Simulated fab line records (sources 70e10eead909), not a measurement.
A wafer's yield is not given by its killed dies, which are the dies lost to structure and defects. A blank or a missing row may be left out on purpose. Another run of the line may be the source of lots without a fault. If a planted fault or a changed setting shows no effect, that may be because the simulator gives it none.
Matching of chambers / flow nand harc / NHARC_A_BONDPAD_ETCH_34 on rie diel-06: 4 sister chambers
The step etches the open film in N2/H2, target depth 60 nm, overetch 18 nm, time 65.91 s. 22 wafers are shown with their chamber, then 11 later ones without.

## WAFERS, EACH WITH ITS CHAMBER
wafer=L801.4; chamber=3; drypump motor current A (A)=5.94; rf vpp V (V)=432; n2 flow sccm (sccm)=150.2
wafer=L801.5; chamber=0; drypump motor current A (A)=5.67; rf vpp V (V)=428; n2 flow sccm (sccm)=149.2
wafer=L801.6; chamber=1; drypump motor current A (A)=5.93; rf vpp V (V)=435; n2 flow sccm (sccm)=150.4
wafer=L802.2; chamber=1; drypump motor current A (A)=5.89; rf vpp V (V)=434; n2 flow sccm (sccm)=150.1
wafer=L802.4; chamber=0; drypump motor current A (A)=5.67; rf vpp V (V)=426; n2 flow sccm (sccm)=150.4
wafer=L802.6; chamber=1; drypump motor current A (A)=5.92; rf vpp V (V)=436; n2 flow sccm (sccm)=149.6
wafer=L808.2; chamber=0; drypump motor current A (A)=5.65; rf vpp V (V)=428; n2 flow sccm (sccm)=150.2
wafer=L808.3; chamber=1; drypump motor current A (A)=5.93; rf vpp V (V)=434; n2 flow sccm (sccm)=150.3
wafer=L808.4; chamber=2; drypump motor current A (A)=5.74; rf vpp V (V)=428; n2 flow sccm (sccm)=150.0
wafer=L810.1; chamber=3; drypump motor current A (A)=5.95; rf vpp V (V)=433; n2 flow sccm (sccm)=150.0
wafer=L810.2; chamber=2; drypump motor current A (A)=5.70; rf vpp V (V)=428; n2 flow sccm (sccm)=150.3
wafer=L810.5; chamber=2; drypump motor current A (A)=5.72; rf vpp V (V)=428; n2 flow sccm (sccm)=150.9
wafer=L813.1; chamber=0; drypump motor current A (A)=5.68; rf vpp V (V)=428; n2 flow sccm (sccm)=149.8
wafer=L813.2; chamber=1; drypump motor current A (A)=5.91; rf vpp V (V)=436; n2 flow sccm (sccm)=150.0
wafer=L813.4; chamber=2; drypump motor current A (A)=5.74; rf vpp V (V)=429; n2 flow sccm (sccm)=150.3
wafer=L818.4; chamber=2; drypump motor current A (A)=5.72; rf vpp V (V)=429; n2 flow sccm (sccm)=150.3
wafer=L818.5; chamber=3; drypump motor current A (A)=5.92; rf vpp V (V)=433; n2 flow sccm (sccm)=150.6
wafer=L818.6; chamber=0; drypump motor current A (A)=5.66; rf vpp V (V)=425; n2 flow sccm (sccm)=149.7
wafer=L819.2; chamber=3; drypump motor current A (A)=5.95; rf vpp V (V)=433; n2 flow sccm (sccm)=150.4
wafer=L819.3; chamber=2; drypump motor current A (A)=5.72; rf vpp V (V)=430; n2 flow sccm (sccm)=150.4
wafer=L819.6; chamber=3; drypump motor current A (A)=5.95; rf vpp V (V)=433; n2 flow sccm (sccm)=149.8
wafer=L821.2; chamber=0; drypump motor current A (A)=5.66; rf vpp V (V)=427; n2 flow sccm (sccm)=149.5

SIGNATURES (means of the wafers above)
reading=drypump motor current A; chamber 0=5.6650; chamber 1=5.9160; chamber 2=5.7233; chamber 3=5.9420; scatter within a chamber=0.0139
reading=rf vpp V; chamber 0=427.00; chamber 1=435.00; chamber 2=428.67; chamber 3=432.80; scatter within a chamber=0.947
reading=n2 flow sccm; chamber 0=149.800; chamber 1=150.080; chamber 2=150.367; chamber 3=150.200; scatter within a chamber=0.35
Rule: a wafer lies at a distance from a chamber equal to the root of the sum of squares, over the readings, of (its reading less the chamber's mean, divided by the reading's scatter). If the next closest chamber is less than 2 further off than the closest, the wafer can't be placed; otherwise it belongs to the closest. How the scatter is found: for the shown wafers, subtract from each reading the mean of its chamber, square and add these, divide the total by (wafers less chambers), then take the root.

## WAFERS WITH NO CHAMBER GIVEN
wafer=L821.3; drypump motor current A (A)=5.70; rf vpp V (V)=427; n2 flow sccm (sccm)=150.4
wafer=L821.4; drypump motor current A (A)=5.91; rf vpp V (V)=435; n2 flow sccm (sccm)=150.3
wafer=L822.1; drypump motor current A (A)=5.64; rf vpp V (V)=426; n2 flow sccm (sccm)=149.7
wafer=L822.2; drypump motor current A (A)=5.75; rf vpp V (V)=429; n2 flow sccm (sccm)=149.5
wafer=L822.3; drypump motor current A (A)=5.95; rf vpp V (V)=432; n2 flow sccm (sccm)=149.8
wafer=L823.2; drypump motor current A (A)=5.92; rf vpp V (V)=434; n2 flow sccm (sccm)=149.3
wafer=L823.5; drypump motor current A (A)=5.91; rf vpp V (V)=434; n2 flow sccm (sccm)=149.9
wafer=L823.6; drypump motor current A (A)=5.72; rf vpp V (V)=429; n2 flow sccm (sccm)=150.5
wafer=L824.1; drypump motor current A (A)=5.66; rf vpp V (V)=428; n2 flow sccm (sccm)=150.5
wafer=L824.3; drypump motor current A (A)=5.92; rf vpp V (V)=433; n2 flow sccm (sccm)=149.9
wafer=L824.5; drypump motor current A (A)=5.94; rf vpp V (V)=432; n2 flow sccm (sccm)=149.9

## EACH ONE'S CHAMBER
wafer=L821.3; from the rows above=can't be placed: 2 or 0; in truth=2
wafer=L821.4; from the rows above=1; in truth=1
wafer=L822.1; from the rows above=0; in truth=0
wafer=L822.2; from the rows above=2; in truth=2
wafer=L822.3; from the rows above=3; in truth=3
wafer=L823.2; from the rows above=can't be placed: 1 or 3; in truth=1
wafer=L823.5; from the rows above=can't be placed: 1 or 3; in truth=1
wafer=L823.6; from the rows above=2; in truth=2
wafer=L824.1; from the rows above=0; in truth=0
wafer=L824.3; from the rows above=can't be placed: 3 or 1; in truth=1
wafer=L824.5; from the rows above=3; in truth=3
7 of 11 placed correctly. Unplaceable from these rows: 4, with the true chamber sitting among the candidates in 4. Placed wrongly: 0.
